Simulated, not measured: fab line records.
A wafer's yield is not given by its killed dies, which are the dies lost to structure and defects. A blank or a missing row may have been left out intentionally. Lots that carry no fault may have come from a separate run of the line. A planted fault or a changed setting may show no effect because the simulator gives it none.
fab line records	flow n5-finfet
[record] lots = 4	wafers = 12	last-day = 16
route steps=1938 shown ZERO_LAYER@4 WELL_APT@20 BEOL_M4@1111 PASSIVATION@1936
lots untouched by any fault: they come from a run of this same line in which no faults occurred
start-h: hours from the record's opening day to when the first of the lot's shown wafers began	wait-h: hours since the lot's step before	" repeats the value in the row above	L1.1+2: one row covering several wafers at once	- either no value or no given start	* or withheld: withheld	< > ~ a bound
route shown NAME@n: a module of which the file shows steps, and the number in the route of the first	usual: mean/standard deviation taken from wafers without a fault	same: alike in all rows	chamber/n: place in a boat	sites: the reading at each site	_std_site: how widely they spread, as a standard deviation	_edge_site: mean of outer sites minus mean of inner sites	radius-mm: how far each site lies from the wafer's centre	mask NAME#n: copy n	behind: tool/chamber where the wafer was last shaped	hold: reason for holding the lot/hours on hold/outcome of the hold	device: the transistor (n, p or np) that didn't switch	end of line: the route-end tests of the same wafers	where a step has no rows: the recipe by itself	killed: at the first sort, the dies lost to defects and structure; wafer yield is something else	map: the dies of a wafer, with x for killed, . for not killed, _ for no die there
set.NAME: the setting that was run; set.NAME@STEP: the one run at that earlier step	model.NAME: the simulator's own value behind a step, which no gauge read
lots seen at some steps along the route; tables by step, rows by wafer
services: the hour from which a tool's chamber was out of use, counted from the record's first day as start-h (under 0 if before that day), plus the number of hours and why
[[steps]]
[step N5_ZERO_LAYER_PECVD_02]
[recipe] material = SiO2	target-thk-a = 100	temp-c = 400	precursor = SiH4/N2O	pressure-torr = 0.75	rf-w = 275	time-s = 6
[step N5_ZERO_LAYER_HMDS_04]
[recipe] time-s = 60	temp-c = 120
[step N5_ZERO_LAYER_COAT_05]
[recipe] spin-rpm = 1500	resist-thk-nm = 1000
[step N5_ZERO_LAYER_EBR_07]
[recipe] solvent = PGMEA	ebr-width-mm = 1.5
[step N5_ZERO_LAYER_SOFTBAKE_06]
[recipe] temp-c = 100	time-s = 90
[step N5_ZERO_LAYER_EXPOSE_08]
[recipe] mask-id = ZERO	na = 0.55	source-shape = conventional	sigma-outer = 0.8	polarization = unpolarized	defocus-nm = 0	target-cd-nm = 2000	dose-mj = 16.2
[step N5_ZERO_LAYER_PEB_09]
[recipe] peb-temp-c = withheld	peb-time-s = *
[step N5_ZERO_LAYER_DEVELOP_10]
[recipe] develop-time-s = 60	rinse-liquid = diw	dry = air-spin	dev-temp-c = 21
[step N5_ZERO_LAYER_HARDBAKE_23]
[recipe] temp-c = 130	time-s = 120
[step N5_ZERO_LAYER_DESCUM_16]
[recipe] chemistry = O2	time-s = 7.9	source-power-w = 50	bias-power-w = 20	pressure-mtorr = 20	rf-frequency-hz = 2.712e+07	temp-c = 40	o2-flow-sccm = 225
[step N5_ZERO_LAYER_ETCH_17]
[recipe] chemistry = CF4	target = SiO2	target-depth-a = 120	time-s = 13.3	ion-energy-ev = 350	pressure-mtorr = 40	source-w = 450	bias-w = 215	Ar_flow_sccm = 100	cf4-flow-sccm = 100
[step N5_ZERO_LAYER_ETCH_18]
[recipe] chemistry = HBr/Cl2	target = Si	target-depth-a = 1200	time-s = 40	pressure-mtorr = 10	icp-w = 800	bias-w = 75	HBr_flow_sccm = 150	Cl2_flow_sccm = 80
[usual] HBr_flow_sccm = 150.0/0.43	drypump-motor-current-A = 5.8/0.41	oes-product-au = 0.998/0.014	throttle-valve-pct = 36.30/0.25
lot.wafer	tool	chamber	start-h	wait-h	HBr_flow_sccm	drypump-motor-current-A	oes-product-au	rf-hours-counter-h	throttle-valve-pct
L656.2	rie-si-03	2	18.94	0.0	149.7	5.6	0.999	76	36.52
L656.4	"	1	"	"	149.2	5.4	0.995	75	36.11
L656.6	"	0	"	"	150.2	5.6	0.987	-	35.84
L664.1	rie-si-03	3	67.87	0.0	149.9	5.4	0.986	11	36.19
L664.4	"	0	"	"	149.8	5.6	0.984	63	35.83
L664.5	"	0	"	"	150.2	5.6	0.981	-	35.83
L666.1	rie-si-03	0	78.94	0.0	149.5	5.5	0.977	63	35.82
L666.5	"	2	"	"	149.9	5.6	1.004	-	36.50
L666.6	"	1	"	"	149.6	5.5	1.003	-	36.10
L673.3	rie-si-02	0	120.91	0.0	150.3	6.3	1.025	98	36.07
L673.5	"	0	"	"	150.3	6.3	1.017	-	36.07
L673.6	"	1	"	"	150.1	5.7	0.985	-	36.52
[step N5_ZERO_LAYER_STRIP_24]
[recipe] chemistry = O2	power-w = 1000	temp-c = 250	overash-fraction = 0.3	pressure-mtorr = 1000	o2-flow-sccm = 6750
[step N5_ZERO_LAYER_STRIP_19]
[recipe] chemistry = SPM	time-s = 900	temp-c = 130	h2so4-h2o2-vol-ratio = 4	dry = ipa-marangoni
[step N5_ZERO_LAYER_INSPECT_20]
[recipe] inspect-instrument = darkfield	mode = post-clean
[usual] raw-defect-count = 38/17
lot.wafer	tool	chamber	start-h	wait-h	raw-defect-count
L656.2	defect-inspect-02	-	19.43	0.0	31
L656.4	"	-	"	"	40
L656.6	"	-	"	"	62
L664.1	defect-inspect-01	-	68.34	0.0	984
L664.4	"	-	"	"	1009
L664.5	"	-	"	"	966
L666.1	defect-inspect-01	-	79.51	0.0	975
L666.5	"	-	"	"	1019
L666.6	"	-	"	"	924
L673.3	defect-inspect-02	-	121.38	0.0	35
L673.5	"	-	"	"	55
L673.6	"	-	"	"	20
[step N5_WELL_APT_HMDS_01]
[recipe] time-s = 60	temp-c = 120
[step N5_WELL_APT_COAT_02]
[recipe] spin-rpm = 1357	resist-thk-nm = 950
[step N5_WELL_APT_EBR_04]
[recipe] solvent = PGMEA	ebr-width-mm = 1.5
[step N5_WELL_APT_SOFTBAKE_03]
[recipe] temp-c = 130	time-s = 60
[step N5_WELL_APT_EXPOSE_05]
[recipe] mask-id = NWELL	na = 0.8	source-shape = conventional	sigma-outer = 0.8	polarization = unpolarized	defocus-nm = 0	target-cd-nm = 200	dose-mj = 20.3
[step N5_WELL_APT_PEB_06]
[recipe] peb-temp-c = 130	peb-time-s = 90
[step N5_WELL_APT_DEVELOP_07]
[recipe] develop-time-s = 45	rinse-liquid = surfactant-rinse	dry = air-spin	dev-temp-c = 21
[step N5_WELL_APT_HARDBAKE_12]
[recipe] temp-c = 130	time-s = 120
[step N5_WELL_APT_INSPECT_10]
[recipe] mode = adi	inspect-instrument = macro
[usual] raw-defect-count = 2.0/1.4
lot.wafer	tool	chamber	start-h	wait-h	raw-defect-count
L656.2	defect-inspect-01	-	19.91	0.0	1
L656.4	"	-	"	"	0
L656.6	"	-	"	"	2
L664.1	defect-inspect-01	-	68.79	0.1	>300
L664.4	"	-	"	"	>300
L664.5	"	-	"	"	>300
L666.1	defect-inspect-01	-	79.87	0.0	>300
L666.5	"	-	"	"	>300
L666.6	"	-	"	"	>300
L673.3	defect-inspect-02	-	121.74	0.0	2
L673.5	"	-	"	"	3
L673.6	"	-	"	"	1
[step N5_WELL_APT_DESCUM_13]
[recipe] chemistry = O2	time-s = 7.9	source-power-w = 50	bias-power-w = 20	pressure-mtorr = 20	rf-frequency-hz = 2.712e+07	temp-c = 40	o2-flow-sccm = 225
[step N5_WELL_APT_IMPLANT_14]
[recipe] species = P	energy-kev = 160	dose-cm2 = 1.5e+13	tilt-deg = 0	rotation-deg = 0
[step N5_WELL_APT_IMPLANT_15]
[recipe] species = As	energy-kev = 25	dose-cm2 = 1.5e+13	tilt-deg = 0	rotation-deg = 0
[step N5_WELL_APT_STRIP_16]
[recipe] chemistry = SPM	time-s = 900	temp-c = 130	h2so4-h2o2-vol-ratio = 4	dry = ipa-marangoni
[step N5_WELL_APT_HMDS_18]
[recipe] time-s = 60	temp-c = 120
[step N5_WELL_APT_COAT_19]
[recipe] spin-rpm = 1357	resist-thk-nm = 950
[step N5_WELL_APT_EBR_21]
[recipe] solvent = PGMEA	ebr-width-mm = 1.5
[step N5_WELL_APT_SOFTBAKE_20]
[recipe] temp-c = 130	time-s = 60
[step N5_WELL_APT_EXPOSE_22]
[recipe] mask-id = PWELL	na = 0.8	source-shape = conventional	sigma-outer = 0.8	polarization = unpolarized	defocus-nm = 0	target-cd-nm = 200	dose-mj = 23.2
[step N5_WELL_APT_PEB_23]
[recipe] peb-temp-c = 130	peb-time-s = 90
[step N5_WELL_APT_DEVELOP_24]
[recipe] develop-time-s = 45	rinse-liquid = surfactant-rinse	dry = air-spin	dev-temp-c = 21
[step N5_WELL_APT_HARDBAKE_29]
[recipe] temp-c = 130	time-s = 120
[step N5_WELL_APT_INSPECT_27]
[recipe] mode = adi	inspect-instrument = macro
[usual] raw-defect-count = 2.0/1.4
lot.wafer	tool	chamber	start-h	wait-h	raw-defect-count
L656.2	defect-inspect-02	-	21.32	0.0	0
L656.4	"	-	"	"	3
L656.6	"	-	"	"	1
L664.1	defect-inspect-01	-	69.91	0.0	>300
L664.4	"	-	"	"	>300
L664.5	"	-	"	"	>300
L666.1	defect-inspect-01	-	81.06	0.0	>300
L666.5	"	-	"	"	>300
L666.6	"	-	"	"	>300
L673.3	defect-inspect-02	-	122.86	0.0	1
L673.5	"	-	"	"	3
L673.6	"	-	"	"	1
[step N5_WELL_APT_INSPECT_38]
[recipe] inspect-instrument = darkfield	mode = post-epi
[usual] raw-defect-count = 13/5.9
lot.wafer	tool	chamber	start-h	wait-h	raw-defect-count
L656.2	defect-inspect-02	-	23.03	0.4	11
L656.4	"	-	"	"	10
L656.6	"	-	"	"	10
L664.1	defect-inspect-01	-	71.96	0.5	955
L664.4	"	-	"	"	986
L664.5	"	-	"	"	978
L666.1	defect-inspect-01	-	83.96	0.7	971
L666.5	"	-	"	"	1007
L666.6	"	-	"	"	903
L673.3	defect-inspect-02	-	125.03	0.6	21
L673.5	"	-	"	"	14
L673.6	"	-	"	"	30
[step N5_BEOL_M4_RC_MEAS_101]
[usual] DIBL_N = 35.8/1.6	DIBL_P = 36.0/2.1	IOFF_N = 0.153/0.026	IOFF_P = 0.21/0.037	ION_N = 673/11	ION_P = 462/7.6	SS_N = 71.4/0.53	SS_P = 73.2/0.67	VT_N = 250/3.2	VT_P = -250/3.7
lot.wafer	tool	chamber	start-h	wait-h	DIBL_N[mV/V]	DIBL_P[mV/V]	IOFF_N[nA/um]	IOFF_P[nA/um]	ION_N[uA/um]	ION_P[uA/um]	SS_N[mV/dec]	SS_P[mV/dec]	VT_N[mV]	VT_P[mV]
L656.2	prober-02	0	177.56	0.2	35.8	35.8	0.133	0.18	665	453	71.3	73.3	255	-253
L656.4	"	0	"	"	37.1	38.2	0.170	0.22	684	465	71.9	73.8	249	-250
L656.6	"	0	"	"	36.7	37.8	0.159	0.20	675	462	71.5	73.6	251	-252
L664.1	prober-01	0	224.79	0.0	36.6	37.9	0.170	0.24	686	473	71.9	73.9	247	-249
L664.4	"	0	"	"	36.3	37.9	0.173	0.23	692	468	71.4	73.4	246	-249
L664.5	"	0	"	"	34.9	35.2	0.139	0.19	675	467	71.8	72.5	250	-251
L666.1	prober-01	0	245.27	0.0	35.3	36.0	0.160	0.18	678	456	71.4	73.2	249	-252
L666.5	"	0	"	"	35.1	35.6	0.145	0.17	658	453	71.7	72.6	250	-255
L666.6	"	0	"	"	36.8	37.9	0.188	0.20	684	451	72.5	73.9	247	-252
L673.3	prober-02	0	274.92	0.3	37.6	35.7	0.163	0.19	676	459	72.4	72.8	249	-254
L673.5	"	0	"	"	34.0	31.3	0.105	0.13	654	452	70.7	71.4	254	-257
L673.6	"	0	"	"	36.4	35.3	0.141	0.17	670	455	71.8	73.0	251	-256
[step N5_PASSIVATION_PROBE_49]
[usual] defect-limited-yield = 91.3/1.5	killed_at_M0_to_M3 = 33/12	killed_at_M4_up = 13/5.2	killed-at-contacts = 13/6.7	killed-at-front-end = 40/11	killed-at-other = 4.1/2.7	killed-dies = 103/17	killed-open = 69/13	killed-short = 33/8.4	sort_bin_5_function = 5.1/1	sort_bin_6_memory = 3.2/0.62	sort-n-pass = 1077/17	sort-yield-pct = 91.3/1.5
[same] gross-dies = 1180	killed-at-back-side = 0	sort_bin_4_leakage[%] = 0	sort_bin_8_speed[%] = 0
lot.wafer	tool	chamber	start-h	wait-h	defect-limited-yield[%]	killed_at_M0_to_M3	killed_at_M4_up	killed-at-contacts	killed-at-front-end	killed-at-other	killed-dies	killed-open	killed-short	sort_bin_5_function[%]	sort_bin_6_memory[%]	sort-n-pass	sort-yield-pct[%]
L656.2	prober-01	-	274.71	0.1	90.4	39	12	29	30	3	113	84	27	6.1	3.2	1067	90.4
L656.4	prober-01	-	274.81	0.2	93.9	26	7	8	30	1	72	45	24	3.6	2.0	1108	93.9
L656.6	prober-01	-	274.91	0.3	93.1	17	10	19	32	3	81	54	24	4.1	2.5	1099	93.1
L664.1	prober-01	-	325.48	0.0	79.6	30	10	18	178	5	241	62	36	13.6	3.9	939	79.6
L664.4	prober-01	-	325.63	0.2	82.3	26	6	9	165	3	209	39	22	11.1	3.6	971	82.3
L664.5	prober-01	-	325.68	0.2	79.9	30	10	7	188	2	237	59	29	11.9	3.7	943	79.9
L666.1	prober-01	-	358.54	0.7	78.7	22	19	18	189	3	251	75	33	13.6	4.2	929	78.7
L666.5	prober-01	-	358.74	0.9	81.9	24	17	10	163	0	214	66	24	11.7	3.3	966	81.9
L666.6	prober-01	-	358.79	1.0	80.9	18	10	12	185	0	225	62	27	11.0	4.3	955	80.9
L673.3	prober-01	-	390.82	0.1	89.5	53	12	12	40	7	124	77	46	6.5	3.6	1056	89.5
L673.5	prober-01	-	390.92	0.2	92.0	24	7	10	47	6	94	71	23	4.5	3.3	1086	92.0
L673.6	prober-01	-	390.97	0.3	90.8	31	13	10	53	2	109	80	29	5.2	3.6	1071	90.8
// killed by level:class
L656.2 MOL_CONTACT_COAG:geometric-particle:open=27 BEOL_M2:geometric-particle:open=12 FIN_SAQP:geometric-particle:open=8 BEOL_M3:geometric-particle:open=7 STI_FIN_REVEAL:geometric-particle:open=6 FIN_SAQP:geometric-particle:short=4 BEOL_M0_SAQP:geometric-particle:open=4 BEOL_M1:geometric-particle:open=4
L656.4 BEOL_M2:geometric-particle:open=9 FIN_SAQP:geometric-particle:short=7 FIN_SAQP:geometric-particle:open=6 MOL_CONTACT_COAG:geometric-particle:open=6 DUMMY_GATE:geometric-particle:open=5 BEOL_M0_SAQP:geometric-particle:open=5 GATE_CUT:geometric-particle:short=4 BEOL_M0_SAQP:geometric-particle:short=3
L656.6 MOL_CONTACT_COAG:geometric-particle:open=16 STI_FIN_REVEAL:geometric-particle:open=5 BEOL_M2:geometric-particle:open=5 STARTING-WAFER:geometric-particle:open=5 FIN_SAQP:geometric-particle:short=4 ILD0:geometric-particle:short=3 MOL_CONTACT_COAG:geometric-particle:short=3 BEOL_M0_SAQP:geometric-particle:short=3
L664.1 ZERO_LAYER:unspecified=142 STI_FIN_REVEAL:geometric-particle:open=11 MOL_CONTACT_COAG:geometric-particle:open=11 BEOL_M2:geometric-particle:open=10 BEOL_M0_SAQP:geometric-particle:short=9 BEOL_M0_SAQP:geometric-particle:open=8 MOL_CONTACT_COAG:geometric-particle:short=7 BEOL_M5:geometric-particle:open=7
L664.4 ZERO_LAYER:unspecified=148 BEOL_M0_SAQP:geometric-particle:open=9 BEOL_M0_SAQP:geometric-particle:short=8 MOL_CONTACT_COAG:geometric-particle:open=6 STI_FIN_REVEAL:geometric-particle:open=4 BEOL_M4:geometric-particle:open=4 MOL_CONTACT_COAG:geometric-particle:short=3 BEOL_M2:geometric-particle:open=3
L664.5 ZERO_LAYER:unspecified=148 STI_FIN_REVEAL:geometric-particle:open=12 BEOL_M0_SAQP:geometric-particle:short=10 BEOL_M2:geometric-particle:open=8 MOL_CONTACT_COAG:geometric-particle:open=7 FIN_SAQP:geometric-particle:short=6 BEOL_M0_SAQP:geometric-particle:open=6 FIN_SAQP:geometric-particle:open=5
L666.1 ZERO_LAYER:unspecified=143 MOL_CONTACT_COAG:geometric-particle:open=16 STI_FIN_REVEAL:geometric-particle:open=14 GATE_CUT:geometric-particle:open=9 BEOL_M1:geometric-particle:open=8 BEOL_M4:geometric-particle:open=7 STI_FIN_REVEAL:geometric-particle:short=6 GATE_CUT:geometric-particle:short=5
L666.5 ZERO_LAYER:unspecified=122 STI_FIN_REVEAL:geometric-particle:open=18 MOL_CONTACT_COAG:geometric-particle:open=9 BEOL_M0_SAQP:geometric-particle:open=8 FIN_SAQP:geometric-particle:open=7 BEOL_M4:geometric-particle:open=5 BEOL_M0_SAQP:geometric-particle:short=5 FIN_SAQP:geometric-particle:short=4
L666.6 ZERO_LAYER:unspecified=134 STI_FIN_REVEAL:geometric-particle:open=19 MOL_CONTACT_COAG:geometric-particle:open=9 BEOL_M3:geometric-particle:open=7 DUMMY_GATE:geometric-particle:open=6 BEOL_M4:geometric-particle:open=5 FIN_SAQP:geometric-particle:short=4 STI_FIN_REVEAL:geometric-particle:short=4
L673.3 BEOL_M0_SAQP:geometric-particle:open=11 BEOL_M0_SAQP:geometric-particle:short=11 FIN_SAQP:geometric-particle:open=10 BEOL_M1:geometric-particle:open=10 MOL_CONTACT_COAG:geometric-particle:short=6 MOL_CONTACT_COAG:geometric-particle:open=6 BEOL_M2:geometric-particle:open=6 DUMMY_GATE:geometric-particle:open=4
L673.5 STI_FIN_REVEAL:geometric-particle:open=16 FIN_SAQP:geometric-particle:open=9 MOL_CONTACT_COAG:geometric-particle:open=8 BEOL_M3:geometric-particle:open=8 FIN_SAQP:geometric-particle:short=4 DUMMY_GATE:geometric-particle:open=4 GATE_CUT:geometric-particle:short=4 BEOL_M0_SAQP:geometric-particle:open=4
L673.6 STI_FIN_REVEAL:geometric-particle:open=14 FIN_SAQP:geometric-particle:open=11 MOL_CONTACT_COAG:geometric-particle:open=10 BEOL_M3:geometric-particle:open=7 DUMMY_GATE:geometric-particle:open=6 BEOL_M0_SAQP:geometric-particle:short=6 BEOL_M0:geometric-particle:open=5 FIN_SAQP:geometric-particle:short=4
// map L664.1 (x killed, . not)
_________________............________________
______________.................._____________
___________................x.......__________
__________x....................x...._________
________........x.......x....x....x..._______
_______x...............x...x......x..x.______
______.........................x........_____
_____.....................x.....x.....x..____
____...xx.......x..x......................___
___..........x..............x...x.........x__
___.........x.....x...xxx..................__
__.....x...............x.x.x...x......xx...._
__.....................x.....xx........x.x.._
_............x...........x...................
_................................x........x..
_.............x....xx...x...............x....
_..........x.......x........x.x.x.x..........
_.............x.........x....xxxxxxx.x...xx..
_...x..................x..xxxxxxxxxxxxx......
_........x.........x.....x.xxxxxxxxxx.xx.....
_..x....x........x...x..x.xxxxxxxxxxxx..x....
__..........x...x.x.....xxxxxxxxxxxxxxxx..x._
__............x.........x.xxxxxxxxxxxx......_
___.x.......x.x.x......x..xxxxxxxxxxxxx....__
___....x...x........x.....xxxxxxxxxxxxx....__
____.....xx...........x...xxxxxxxxxxxx....___
_____......x...x.....x.x...xxxxxxxxxx....____
______.x.x...x..........x.x..xxxx..x...._____
_______...x........x..........xxx......______
________.x.x.........x.x.............._______
__________..x..............x........_________
___________...x.x......x...x.......__________
______________.........x......x._____________
_________________...x........________________
// map L666.1 (x killed, . not)
_________________.x.x.......x________________
______________.x................_____________
___________..........x..x.....xx...__________
__________.............x.....x......_________
________...........x......x..........._______
_______x.xx....................x.......______
______............xx......x.x.......x..._____
_____...x....x.........xxxx.............x____
____.x...xx...........xxxxxxx.x...........___
___.................xxxxxxxxxxxxx........x.__
___.............x...xxxxxxxxxxxxx......x...__
__.................xxxxxxxxxxxxxxx..x.x....._
__...x....x......xxxxxxxxxxxxxxxxxx......xx._
_.....x...........xxxxxxxxxxxxxxxx...........
_..x..x..........x.xxxxxxxxxxxxx..xx.........
_x.......x........x.xxxxxxxxxxxx......x......
_x..........xx.....xxxxxxxxxxxx.xx.....x...x.
_....x............x...xxxx.x.x.x..x.......xx.
_..................x.x.xxxxxxx..........x....
_.xx.x..................xx.x..xx....x........
_.......x.........x...xx.x...............x...
__xx....x..........xx...x............x....x._
__...x..............x......................._
___....................xx.........x........__
___...........x.................x......x...__
____.......x..........................x...___
_____..x......x....x............x...x....____
______..........................xx.x.x.._____
_______.......x......x...............x.______
________......x...............x......._______
__________.........x..............x._________
___________.....x..................__________
______________......x..........._____________
_________________.....x......________________
[[services]]
tool	chamber	start-h	hours	kind
rie-si-03	-	27.79	0.2	repair
rie-si-03	0	62.00	3.4	repair
rie-si-02	0	97.74	3.3	repair
rie-si-02	1	104.87	11.9	repair
rie-si-03	-	112.17	28.1	pm
[[key]]
[first-sign] step = N5_ZERO_LAYER_INSPECT_20	reading = raw-defect-count	direction = up	sigmas = 55	usual = 38	struck = 980
[effect] step = N5_WELL_APT_INSPECT_10	reading = raw-defect-count	direction = up	sigmas = 99+	usual = 2.0	struck = >300
[effect] step = N5_WELL_APT_INSPECT_27	reading = raw-defect-count	direction = up	sigmas = 99+	usual = 2.0	struck = >300
[effect] step = N5_WELL_APT_INSPECT_38	reading = raw-defect-count	direction = up	sigmas = 99+	usual = 13	struck = 967
[effect] step = N5_PASSIVATION_PROBE_49	reading = killed-at-front-end	direction = up	sigmas = 12	usual = 40	struck = 178
[more-kills-born-at] N5_ZERO_LAYER_ETCH_18@rie-si-03 = 837
met-at N5_ZERO_LAYER_ETCH_18
struck-wafers L664.1,L664.4,L664.5,L666.1,L666.5,L666.6
onset-between 18.94 67.87
[fault] kind = chamber-particle-source	tool = rie-si-03	chamber = -	onset-h = 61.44	steps = N5_ZERO_LAYER_ETCH_18	rate-per-visit-cm2 = 1.5053	end-h = 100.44
